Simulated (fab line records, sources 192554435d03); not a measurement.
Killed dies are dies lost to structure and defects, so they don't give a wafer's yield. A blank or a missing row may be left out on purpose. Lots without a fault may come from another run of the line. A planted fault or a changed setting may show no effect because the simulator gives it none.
fab line records | flow n5_finfet
record lots=7 wafers=21
route steps=1938 shown SD_EPI_P@301 SD_ACTIVATION@330 SDB@349 HKMG_FIN@428 GATE_CUT@510 BEOL_M0_SAQP@636
start_h: hours from the record's first day to the start of the lot's first wafer shown | wait_h: hours since the lot's step before | " the same as in the row above | L1.1+2: a row that stands for several wafers | - no value, or no start given | * or withheld: withheld | < > ~ a bound
route shown NAME@n: a module of which the file shows steps, and the number in the route of the first | usual: mean/standard deviation of fault-free wafers | same: alike in all rows | chamber/n: place in a boat | sites: the reading at each site | _std_site: their standard deviation | _edge_site: outer sites' mean less inner sites' | radius_mm: how far each site lies from the wafer's centre | mask NAME#n: copy n | behind: the tool/chamber that last shaped the wafer | hold: why the lot was held/for how many hours/how that ended | device: the transistor (n, p or np) that didn't switch | end of line: the same wafers' tests at the end of the route | a step without rows: its recipe alone | killed: dies lost to structure and defects at the first sort, not the wafer's yield | map: a wafer's dies, x killed, . not, _ none there
set.NAME: the setting as run; set.NAME@STEP: as run at that earlier step | model.NAME: the simulator's own value behind a step, which no gauge read
lots whose settings were changed on purpose; a table a step, a row a wafer
## steps
# step N5_SD_EPI_P_PEB_07
# recipe peb_temp_c=110 peb_time_s=60 resist=CAR-ArF-block
# columns lot.wafer tool chamber start_h wait_h set.peb_time_s
L076.1+4 litho_track-02 0 65.99 0.1 60
L076.6 " 0 " " 48.31
L079.1+3+6 litho_track-02 0 83.32 0.1 60
L080.1+3+4 litho_track-02 0 94.18 0.1 46.68
L082.2+3 litho_track-05 0 104.62 0.0 72.12
L082.5 " 0 " " 60
L086.2+3+5 litho_track-02 0 128.36 0.0 60
L089.2 litho_track-05 0 144.72 0.0 64.46
L089.4+6 " 0 " " 60
L090.1+5+6 litho_track-04 0 149.18 0.1 60
# step N5_SD_EPI_P_DEVELOP_08
# recipe develop_time_s=30 developer=TMAH resist=CAR-ArF-block dev_temp_c=23 rinse_liquid=diw dry=air_spin
# step N5_SD_EPI_P_CD_MEAS_09
# recipe target_cd_nm=240 landing_energy_ev=500 detector=se_inlens
# usual cd_nm=238.9/0.98
# columns lot.wafer tool chamber start_h wait_h set.peb_time_s@SD_EPI_P_PEB_07 cd_nm
L076.1 cd_sem-01 0 66.06 - 60 238.4
L076.4 " 0 " " 60 240.8
L076.6 " 0 " " 48.31 230.7
L079.1 cd_sem-03 0 83.39 - 60 239.4
L079.3 " 0 " " 60 238.4
L079.6 " 0 " " 60 239.1
L080.1 cd_sem-01 0 94.24 - 46.68 230.0
L080.3 " 0 " " 46.68 229.1
L080.4 " 0 " " 46.68 230.5
L082.2 cd_sem-03 0 104.69 - 72.12 247.2
L082.3 " 0 " " 72.12 245.9
L082.5 " 0 " " 60 239.1
L086.2 cd_sem-03 0 128.43 - 60 237.1
L086.3 " 0 " " 60 237.9
L086.5 " 0 " " 60 237.9
L089.2 cd_sem-02 0 144.79 - 64.46 242.2
L089.4 " 0 " " 60 239.5
L089.6 " 0 " " 60 239.2
L090.1 cd_sem-02 0 149.24 - 60 237.9
L090.5 " 0 " " 60 240.1
L090.6 " 0 " " 60 238.6
# step N5_SD_EPI_P_DESCUM_14
# recipe chemistry=O2 time_s=7.9 source_power_w=50 bias_power_w=20 pressure_mtorr=20 rf_frequency_hz=2.712e+07 temp_c=40 resist=CAR-ArF-block o2_flow_sccm=225
# columns lot.wafer tool chamber start_h wait_h set.peb_time_s@SD_EPI_P_PEB_07 model.SD_EPI_P.cd_nm
L076.1 rie_diel-06 1 66.15 0.0 60 238.2
L076.4 " 0 " " 60 240.8
L076.6 " 0 " " 48.31 230.6
L079.1 rie_diel-06 2 83.47 0.0 60 239.6
L079.3 " 1 " " 60 238.2
L079.6 " 0 " " 60 238.6
L080.1 rie_diel-05 0 94.33 0.0 46.68 230.2
L080.3 " 2 " " 46.68 229.4
L080.4 " 1 " " 46.68 230.4
L082.2 rie_diel-06 1 104.78 0.0 72.12 246.8
L082.3 " 0 " " 72.12 246.4
L082.5 " 0 " " 60 239.4
L086.2 rie_diel-05 3 128.51 0.0 60 236.8
L086.3 " 0 " " 60 238.2
L086.5 " 2 " " 60 238
L089.2 rie_diel-06 0 144.88 0.0 64.46 242.4
L089.4+6 " 2 " " 60 239.4
L090.1 rie_diel-06 2 149.56 0.3 60 237.8
L090.5 " 1 " " 60 240.2
L090.6 " 0 " " 60 238.8
# step N5_SD_EPI_P_ETCH_36
# recipe chemistry=CF4 target=SiARC target_depth_a=455 mask_material=CAR-ArF-block time_s=75.8 ion_energy_ev=80 pressure_mtorr=40 source_w=545 bias_w=36 Ar_flow_sccm=100 cf4_flow_sccm=100 ends=cleared
# columns lot.wafer tool chamber start_h wait_h set.peb_time_s@SD_EPI_P_PEB_07 model.SD_EPI_P.cd_nm
L076.1 rie_diel-06 1 66.18 0.0 60 238.4
L076.4 " 0 " " 60 241
L076.6 " 0 " " 48.31 231
L079.1 rie_diel-06 2 83.51 0.0 60 239.6
L079.3 " 1 " " 60 238.2
L079.6 " 0 " " 60 239
L080.1+4 rie_diel-05 0,1 94.37 0.0 46.68 230.2
L080.3 " 2 " " 46.68 229.4
L082.2 rie_diel-06 1 104.81 0.0 72.12 247.2
L082.3 " 0 " " 72.12 246.6
L082.5 " 0 " " 60 239.8
L086.2 rie_diel-05 3 128.55 0.0 60 236.6
L086.3 " 0 " " 60 238.2
L086.5 " 2 " " 60 237.8
L089.2 rie_diel-06 0 144.91 0.0 64.46 242.6
L089.4 " 2 " " 60 239.4
L089.6 " 2 " " 60 239.6
L090.1 rie_diel-06 2 149.60 0.0 60 237.8
L090.5 " 1 " " 60 240.4
L090.6 " 0 " " 60 238.8
# step N5_SD_EPI_P_ETCH_37
# recipe chemistry=N2/H2 target=SOC overetch_a=1080 mask_material=SiARC temp_c=40 ion_energy_ev=100 source_w=3000 bias_w=133 pressure_mtorr=20 time_s=486 n2_flow_sccm=200 h2_flow_sccm=200 ends=end_point
# columns lot.wafer tool chamber start_h wait_h set.peb_time_s@SD_EPI_P_PEB_07 model.SD_EPI_P.cd_nm
L076.1 rie_diel-06 1 66.24 0.0 60 239.4
L076.4 " 0 " " 60 239.6
L076.6 " 0 " " 48.31 229.2
L079.1 rie_diel-06 2 83.57 0.0 60 239.6
L079.3 " 1 " " 60 239
L079.6 " 0 " " 60 238.8
L080.1 rie_diel-05 0 94.42 0.0 46.68 231
L080.3 " 2 " " 46.68 230.2
L080.4 " 1 " " 46.68 229.4
L082.2 rie_diel-06 1 104.87 0.0 72.12 247
L082.3 " 2 " " 72.12 246.6
L082.5 " 0 " " 60 239
L086.2 rie_diel-05 3 128.61 0.0 60 239
L086.3 " 0 " " 60 240.2
L086.5 " 2 " " 60 238
L089.2 rie_diel-06 0 144.97 0.0 64.46 240
L089.4 " 2 " " 60 241
L089.6 " 2 " " 60 240.8
L090.1 rie_diel-06 2 149.65 0.0 60 239.4
L090.5 " 1 " " 60 240.2
L090.6 " 0 " " 60 236
# step N5_SD_EPI_P_STRIP_38
# recipe chemistry=N2/H2 temp_c=40 n2_flow_sccm=200 h2_flow_sccm=200 rf_frequency_hz=6e+07
# step N5_SD_EPI_P_ETCHBACK_46
# recipe chemistry=CH3F/O2 mode=anisotropic_etchback target=SiNx target_depth_a=175 stop_on=SiO2 over_etch_frac=0.3 ion_energy_ev=120 pressure_mtorr=30 source_w=395 bias_w=73 Ar_flow_sccm=150 CH3F_flow_sccm=30 O2_flow_sccm=20
# step N5_SD_ACTIVATION_RTA_00
# recipe temp_c=975 time_s=0 ambient=N2 idle_temp_c=600 ramp_up_c_per_s=150 ramp_down_c_per_s=60 cool_to_c=600
# step N5_SD_ACTIVATION_LSA_01
# recipe temp_c=1080 time_s=0.0008 ambient=N2
# step N5_SD_ACTIVATION_RS_MEAS_03
# recipe thk_meas_gauge=four-point-probe
# usual RS_SD_N=21.91/0.29 RS_SD_P=56.4/0.82
# columns lot.wafer tool chamber start_h wait_h set.epi_growth_time_s@SD_EPI_N_EPI_21 RS_SD_N[ohm/sq] RS_SD_P[ohm/sq]
L076.1 film_metro-02 - 70.34 0.2 690 21.60 56.9
L076.4 " - " " 690 21.62 56.2
L076.6 " - " " 690 21.53 55.9
L079.1 film_metro-02 - 87.63 0.2 690 22.34 55.8
L079.3 " - " " 759.4 21.26 55.8
L079.6 " - " " 690 22.34 55.9
L080.1 film_metro-01 - 99.35 0.2 711.1 21.44 55.9
L080.3 " - " " 690 21.45 56.5
L080.4 " - " " 690 21.97 56.9
L082.2 film_metro-02 - 109.79 0.2 755 20.57 55.9
L082.3 " - " " 690 21.87 56.3
L082.5 " - " " 755 20.57 56.5
L086.2 film_metro-01 - 133.68 0.2 690 21.89 55.7
L086.3 " - " " 690 22.38 56.2
L086.5 " - " " 690 21.95 56.1
L089.2 film_metro-02 - 151.02 0.2 636.6 23.13 56.8
L089.4 " - " " 690 21.41 57.0
L089.6 " - " " 636.6 23.28 56.6
L090.1 film_metro-01 - 153.76 0.2 690 21.51 56.4
L090.5 " - " " 690 21.47 56.7
L090.6 " - " " 690 21.38 56.7
# step N5_SDB_COAT_04
# recipe resist=SiARC temp_c=220 time_s=60 spin_rpm=1500 resist_thk_nm=18
# columns lot.wafer tool chamber start_h wait_h set.spin_rpm model.SiARC_of_SDB_COAT_04.thk_nm
L076.1+4+6 litho_track-01 0 - - 1500 18
L079.1+3+6 litho_track-03 0 - - 1500 18
L080.1 litho_track-04 0 - - 1500 17.8
L080.3+4 " 0 " " 1384 18.6
L082.2+5 litho_track-04 0 - - 1500 18
L082.3 " 0 " " 1500 17.8
L086.2+3+5 litho_track-04 0 - - 1500 18
L089.2+4 litho_track-04 0 - - 1586 17.4
L089.6 " 0 " " 1500 18
L090.1 litho_track-03 0 - - 1408 18.6
L090.5+6 " 0 " " 1500 18
# step N5_SDB_COAT_05
# recipe resist=CAR-ArF spin_rpm=1500 resist_thk_nm=90
# columns lot.wafer tool chamber start_h wait_h set.spin_rpm model.CAR-ArF_of_SDB_COAT_05.thk_nm
L076.1 litho_track-01 0 - - 1646 86
L076.4 " 0 " " 1646 85.8
L076.6 " 0 " " 1500 89.8
L079.1+3 litho_track-03 0 - - 1500 89.8
L079.6 " 0 " " 1500 89.6
L080.1+3 litho_track-04 0 - - 1648 85.8
L080.4 " 0 " " 1500 89.6
L082.2+3 litho_track-04 0 - - 1500 90.2
L082.5 " 0 " " 1500 90.6
L086.2 litho_track-04 0 - - 1500 89.8
L086.3 " 0 " " 1500 89.6
L086.5 " 0 " " 1500 89.4
L089.2+4+6 litho_track-04 0 - - 1500 89.6
L090.1 litho_track-03 0 - - 1500 90.2
L090.5 " 0 " " 1641 86
L090.6 " 0 " " 1641 85.8
# step N5_SDB_EBR_07
# recipe solvent=PGMEA ebr_width_mm=1.5
# step N5_SDB_SOFTBAKE_06
# recipe temp_c=110 time_s=60 resist=CAR-ArF
# step N5_SDB_EXPOSE_08
# recipe mask_id=SDB na=1.35 source_shape=conventional sigma_outer=0.5 polarization=unpolarized dose_mj=49.6
# step N5_SDB_PEB_09
# recipe peb_temp_c=withheld peb_time_s=60 resist=CAR-ArF
# step N5_SDB_DEVELOP_10
# recipe develop_time_s=30 developer=TMAH resist=CAR-ArF rinse_liquid=diw dry=air_spin dev_temp_c=23
# columns lot.wafer tool chamber start_h wait_h set.spin_rpm@SDB_COAT_05 model.CAR-ArF_of_SDB_COAT_05.thk_nm
L076.1 litho_track-03 0 - - 1646 84.2
L076.4 " 0 " " 1646 84
L076.6 " 0 " " 1500 88.2
L079.1+3+6 litho_track-01 0 - - 1500 88
L080.1+3 litho_track-01 0 - - 1648 84
L080.4 " 0 " " 1500 88
L082.2+3 litho_track-04 0 - - 1500 88.4
L082.5 " 0 " " 1500 89
L086.2 litho_track-01 0 - - 1500 88.2
L086.3 " 0 " " 1500 87.8
L086.5 " 0 " " 1500 87.6
L089.2+4+6 litho_track-01 0 - - 1500 88
L090.1 litho_track-01 0 - - 1500 88.6
L090.5+6 " 0 " " 1641 84.2
# step N5_SDB_DESCUM_16
# recipe chemistry=O2 time_s=7.9 source_power_w=50 bias_power_w=20 pressure_mtorr=20 rf_frequency_hz=2.712e+07 temp_c=40 resist=CAR-ArF o2_flow_sccm=225
# step N5_SDB_ETCH_17
# recipe chemistry=CF4 target=SiARC target_depth_a=234 mask_material=CAR-ArF time_s=39 ion_energy_ev=80 pressure_mtorr=40 source_w=545 bias_w=36 Ar_flow_sccm=100 cf4_flow_sccm=100 ends=cleared
# columns lot.wafer tool chamber start_h wait_h set.spin_rpm@SDB_COAT_04 set.spin_rpm@SDB_COAT_05 model.CAR-ArF_of_SDB_COAT_05.thk_nm model.etch.depth_nm
L076.1 rie_diel-04 0 78.10 0.0 1500 1646 62.6 18.01
L076.4 " 0 " " 1500 1646 62.4 18.04
L076.6 " 2 " " 1500 1500 66.4 18.04
L079.1 rie_diel-03 2 94.82 0.0 1500 1500 66.4 17.99
L079.3 " 3 " " 1500 1500 66.6 17.95
L079.6 " 2 " " 1500 1500 66.4 18.01
L080.1 rie_diel-03 3 106.81 0.0 1500 1648 62.6 17.89
L080.3 " 1 " " 1384 1648 61.8 18.67
L080.4 " 0 " " 1384 1500 65.8 18.63
L082.2 rie_diel-01 2 117.07 0.0 1500 1500 66.8 17.97
L082.3 " 0 " " 1500 1500 67 17.9
L082.5 " 3 " " 1500 1500 67.4 17.95
L086.2 rie_diel-03 0 141.56 0.0 1500 1500 66.6 18.04
L086.3 " 1 " " 1500 1500 66.2 18.06
L086.5 " 0 " " 1500 1500 66.2 18
L089.2 rie_diel-01 2 158.09 0.0 1586 1500 66.8 17.45
L089.4 " 1 " " 1586 1500 66.8 17.48
L089.6 " 3 " " 1500 1500 66.4 17.95
L090.1 rie_diel-01 1 161.14 0.0 1408 1500 66.2 18.63
L090.5 " 3 " " 1500 1641 62.8 17.99
L090.6 " 2 " " 1500 1641 62.6 18.01
# step N5_HKMG_FIN_PEB_10
# recipe peb_temp_c=withheld peb_time_s=60 resist=CAR-ArF
# columns lot.wafer tool chamber start_h wait_h set.peb_time_s
L076.1+4+6 litho_track-03 0 87.28 0.1 60
L079.1+3 litho_track-05 0 104.01 0.1 53.73
L079.6 " 0 " " 60
L080.1+3+4 litho_track-02 0 115.62 0.1 60
L082.2+3+5 litho_track-03 0 125.77 0.0 60
L086.2+3+5 litho_track-03 0 150.10 0.0 60
L089.2 litho_track-02 0 167.12 0.0 72.18
L089.4+6 " 0 " " 60
L090.1+6 litho_track-03 0 170.66 0.1 60
L090.5 " 0 " " 56.5
# step N5_HKMG_FIN_DEVELOP_11
# recipe develop_time_s=30 developer=TMAH resist=CAR-ArF dev_temp_c=23 rinse_liquid=diw dry=air_spin
# step N5_HKMG_FIN_CD_MEAS_12
# recipe target_cd_nm=92.8 landing_energy_ev=500 detector=se_inlens
# usual cd_nm=92.6/0.82
# columns lot.wafer tool chamber start_h wait_h set.peb_time_s@HKMG_FIN_PEB_10 cd_nm
L076.1 cd_sem-01 0 87.35 - 60 91.6
L076.4 " 0 " " 60 91.4
L076.6 " 0 " " 60 92.2
L079.1 cd_sem-02 0 104.07 - 53.73 88.3
L079.3 " 0 " " 53.73 89.2
L079.6 " 0 " " 60 92.8
L080.1 cd_sem-01 0 115.69 - 60 93.8
L080.3 " 0 " " 60 92.6
L080.4 " 0 " " 60 94.2
L082.2 cd_sem-02 0 125.84 - 60 92.2
L082.3 " 0 " " 60 91.7
L082.5 " 0 " " 60 93.1
L086.2 cd_sem-03 0 150.17 - 60 92.3
L086.3 " 0 " " 60 91.9
L086.5 " 0 " " 60 92.1
L089.2 cd_sem-01 0 167.19 - 72.18 98.1
L089.4 " 0 " " 60 92.7
L089.6 " 0 " " 60 92.8
L090.1 cd_sem-03 0 170.72 - 60 92.6
L090.5 " 0 " " 56.5 90.1
L090.6 " 0 " " 60 93.3
# step N5_HKMG_FIN_ETCH_32
# recipe chemistry=N2/H2 target=SOC target_depth_a=2400 temp_c=40 time_s=300 ion_energy_ev=200 mask_material=SiARC pressure_mtorr=30 source_w=840 bias_w=150 n2_flow_sccm=200 h2_flow_sccm=200
# usual rf_vpp_V=525/3.1
# columns lot.wafer tool chamber start_h wait_h set.source_w rf_vpp_V model.etch.depth_nm model.HKMG_FIN.feature_depth_nm
L076.1 rie_diel-03 2 87.57 0.0 694.2 555 212.8 212.8
L076.4 " 3 " " 840 527 236.8 236.8
L076.6 " 3 " " 694.2 561 202.1 202
L079.1 rie_diel-01 1 104.25 0.0 840 521 237.9 238
L079.3 " 3 " " 989.6 499 273.8 273.8
L079.6 " 3 " " 989.6 498 273.2 273.2
L080.1 rie_diel-01 3 115.87 0.0 840 527 244.1 244
L080.3 " 0 " " 840 525 247.3 247.4
L080.4 " 1 " " 840 521 242.5 242.4
L082.2 rie_diel-03 0 126.02 0.0 725.9 553 206.2 206.2
L082.3 " 2 " " 840 522 251.4 251.4
L082.5 " 2 " " 840 521 250.2 250.2
L086.2 rie_diel-03 2 150.35 0.0 840 521 251.9 251.8
L086.3 " 3 " " 840 527 242.1 242.2
L086.5 " 2 " " 840 521 252.6 252.6
L089.2 rie_diel-03 1 167.81 0.0 980.9 500 290.5 290.6
L089.4 " 0 " " 980.9 499 262.2 262.2
L089.6 " 0 " " 840 527 230.7 230.6
L090.1 rie_diel-04 0 170.90 0.0 840 529 238.6 238.6
L090.5 " 3 " " 840 520 248.5 248.6
L090.6 " 0 " " 840 528 238.5 238.6
# step N5_GATE_CUT_ALD_22
# recipe material=SiNx target_thk_a=160 temp_c=400 ald_precursor_family=SiH2I2 ald_co_reactant=N2/H2-plasma pulse_time_s=1 ald_cycles=320 purge_time_s=2 co_reactant_purge_time_s=2 pressure_torr=2
# columns lot.wafer tool chamber start_h wait_h set.ald_cycles model.SiNx_of_GATE_CUT_ALD_22.thk_nm
L076.1 ald_sin-01 1 98.86 1.0 320 16.2
L076.4 " 3 " " 320 15.8
L076.6 " 3 " " 320 16
L079.1 ald_sin-04 3 114.99 0.0 320 16
L079.3 " 2 " " 336 16.8
L079.6 " 0 " " 336 17
L080.1+3+4 ald_sin-04 1,2,3 125.04 0.0 320 16
L082.2+3 ald_sin-04 0,1 135.61 0.0 320 16
L082.5 " 3 " " 320 16.2
L086.2+3+5 ald_sin-01 1,0,1 160.23 0.3 320 16
L089.2 ald_sin-03 0 177.18 0.0 320 15.8
L089.4 " 2 " " 320 16
L089.6 " 0 " " 300 14.8
L090.1+6 ald_sin-03 2,1 180.02 0.0 279 14
L090.5 " 0 " " 320 15.8
# step N5_BEOL_M0_SAQP_PECVD_96
# recipe material=a-Si target_thk_a=450 temp_c=350 precursor=SiH4/He pressure_torr=3 rf_w=100 time_s=45.2
# columns lot.wafer tool chamber start_h wait_h set.time_s model.a-Si_of_BEOL_M0_SAQP_PECVD_96.thk_nm
L076.1 pecvd-01 1 123.11 0.0 45.2 43.8
L076.4 " 0 " " 45.2 45
L076.6 " 2 " " 45.2 44.8
L079.1 pecvd-04 0 135.14 0.0 45.2 45.6
L079.3 " 1 " " 47.54 46.8
L079.6 " 1 " " 45.2 45.2
L080.1 pecvd-01 2 144.79 0.0 45.2 45.8
L080.3 " 0 " " 48.23 48.8
L080.4 " 0 " " 48.23 49.2
L082.2 pecvd-04 2 155.97 0.0 45.2 44.8
L082.3 " 1 " " 45.2 44.2
L082.5 " 1 " " 47.83 47.6
L086.2 pecvd-04 1 180.24 0.0 45.2 44.2
L086.3 " 2 " " 45.2 45.4
L086.5 " 0 " " 45.2 45.6
L089.2 pecvd-01 2 201.08 0.0 45.2 44.2
L089.4 " 1 " " 45.2 45
L089.6 " 0 " " 45.2 45.4
L090.1 pecvd-01 0 204.64 0.0 41.41 41.4
L090.5 " 0 " " 41.41 42.4
L090.6 " 1 " " 45.2 45.2
## key
split step=N5_SD_EPI_P_PEB_07 setting=peb_time_s stated=60 by=wafer
response step=N5_SD_EPI_P_CD_MEAS_09 reading=cd_nm change=+0.407 per=1% r=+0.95
response step=N5_SD_EPI_P_DESCUM_14 reading=model.SD_EPI_P.cd_nm change=+0.405 per=1% r=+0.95
response step=N5_SD_EPI_P_ETCH_36 reading=model.SD_EPI_P.cd_nm change=+0.399 per=1% r=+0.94
response step=N5_SD_EPI_P_ETCH_37 reading=model.SD_EPI_P.cd_nm change=+0.417 per=1% r=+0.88
split step=N5_SDB_COAT_04 setting=spin_rpm stated=1500 by=wafer
response step=N5_SDB_COAT_04 reading=model.SiARC_of_SDB_COAT_04.thk_nm change=-0.102 per=1% r=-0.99
response step=N5_SDB_ETCH_17 reading=model.etch.depth_nm change=-0.096 per=1% r=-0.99
split step=N5_SDB_COAT_05 setting=spin_rpm stated=1500 by=wafer
response step=N5_SDB_COAT_05 reading=model.CAR-ArF_of_SDB_COAT_05.thk_nm change=-0.413 per=1% r=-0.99
response step=N5_SDB_DEVELOP_10 reading=model.CAR-ArF_of_SDB_COAT_05.thk_nm change=-0.431 per=1% r=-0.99
response step=N5_SDB_ETCH_17 reading=model.CAR-ArF_of_SDB_COAT_05.thk_nm change=-0.379 per=1% r=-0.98
split step=N5_HKMG_FIN_PEB_10 setting=peb_time_s stated=60 by=wafer
response step=N5_HKMG_FIN_CD_MEAS_12 reading=cd_nm change=+0.3 per=1% r=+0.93
split step=N5_HKMG_FIN_ETCH_32 setting=source_w stated=840 by=wafer
response step=N5_HKMG_FIN_ETCH_32 reading=rf_vpp_V change=-1.67 per=1% r=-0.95
response step=N5_HKMG_FIN_ETCH_32 reading=model.etch.depth_nm change=+2.32 per=1% r=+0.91
response step=N5_HKMG_FIN_ETCH_32 reading=model.HKMG_FIN.feature_depth_nm change=+2.32 per=1% r=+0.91
split step=N5_GATE_CUT_ALD_22 setting=ald_cycles stated=320 by=wafer
response step=N5_GATE_CUT_ALD_22 reading=model.SiNx_of_GATE_CUT_ALD_22.thk_nm change=+0.151 per=1% r=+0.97
split step=N5_BEOL_M0_SAQP_PECVD_96 setting=time_s stated=45.2 by=wafer
response step=N5_BEOL_M0_SAQP_PECVD_96 reading=model.a-Si_of_BEOL_M0_SAQP_PECVD_96.thk_nm change=+0.423 per=1% r=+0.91
split outside_this_file step=N5_SD_EPI_N_EPI_21 setting=epi_growth_time_s
# split outside_this_file: this setting was split too, and the file shows its column; the key of that split is in another file
